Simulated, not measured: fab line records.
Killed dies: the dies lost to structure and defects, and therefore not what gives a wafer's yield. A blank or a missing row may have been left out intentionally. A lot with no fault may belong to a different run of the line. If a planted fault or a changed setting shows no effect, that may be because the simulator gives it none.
Which tool did it? -- flow nandHarc -- 16 wafers from 6 lots sampled at 2 of the route's 1159 steps

WHAT THE GAUGES READ, wafer by wafer
NHARC_P_STI_CD_MEAS_09 targets a cd of 200 nm.
lot,measured,on,cdNm (nm)
L990,day 2 18:22,cdSem-02,199.2 204.6 200.4
L993,day 3 12:37,cdSem-01,197.3 201.8 198.7
L995,day 3 19:10,cdSem-02,181.5 181.5
L999,day 5 01:41,cdSem-02,196.8 198.7 197.3
L106,day 6 15:21,cdSem-01,199.0 200.8 197.9
L110,day 7 18:37,cdSem-02,199.5 199.1 195.4

WHICH TOOL RAN EACH LOT (tool, then ch and the chambers of the sampled wafers, then the start)
lot,NHARC_P_STI_EXPOSE_06
L990,"krfScanner-04 ch 0, day 2 18:13"
L993,"krfScanner-04 ch 0, day 3 12:28"
L995,"krfScanner-04 ch 0, day 3 19:01"
L999,"krfScanner-01 ch 0, day 5 01:32"
L106,"krfScanner-02 ch 0, day 6 15:11"
L110,"krfScanner-01 ch 0, day 7 18:29"
- NHARC_P_STI_EXPOSE_06: exposes mask P STI, target cd 200 nm.

THE ANSWER, worked out from the rows above alone
Rule: usual is defined by the lots themselves. Put in order of their means at a reading, lots are off if they are a third of the lots or fewer, leave a main group of 4 or more, and stand apart from it by a gap of 3 or more times the standard deviation of the main group's means; of several such gaps the widest counts. Not used: any main group whose means are identical at the precision the tables above print for the reading. Also off: a lot with no number at a reading for which 4 or more lots have one. Where the step has rows for the other lots, those lots are counted as sound.
Off: L995 (NHARC_P_STI_CD_MEAS_09, cdNm). The main group has a mean of 199.1 nm with a standard deviation of 1.3.
If a tool, at a process step before that reading, ran all the lots that are off and no sound lot after the first of them, it fits. Those tools and the gauges at NHARC_P_STI_CD_MEAS_09 are tried in the same way. One candidate fits, namely krfScanner-04 at NHARC_P_STI_EXPOSE_06. Its last sound lot is L993 (day 3 12:28), its first lot that is off L995 (day 3 19:01): a fault that began between those two fits.

WHAT THE SIMULATOR PUT IN
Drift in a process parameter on krfScanner-04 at NHARC_P_STI_EXPOSE_06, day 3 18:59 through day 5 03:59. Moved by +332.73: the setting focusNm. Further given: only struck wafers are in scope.
Shown lots that were struck: L995. The same result came from the rule above.
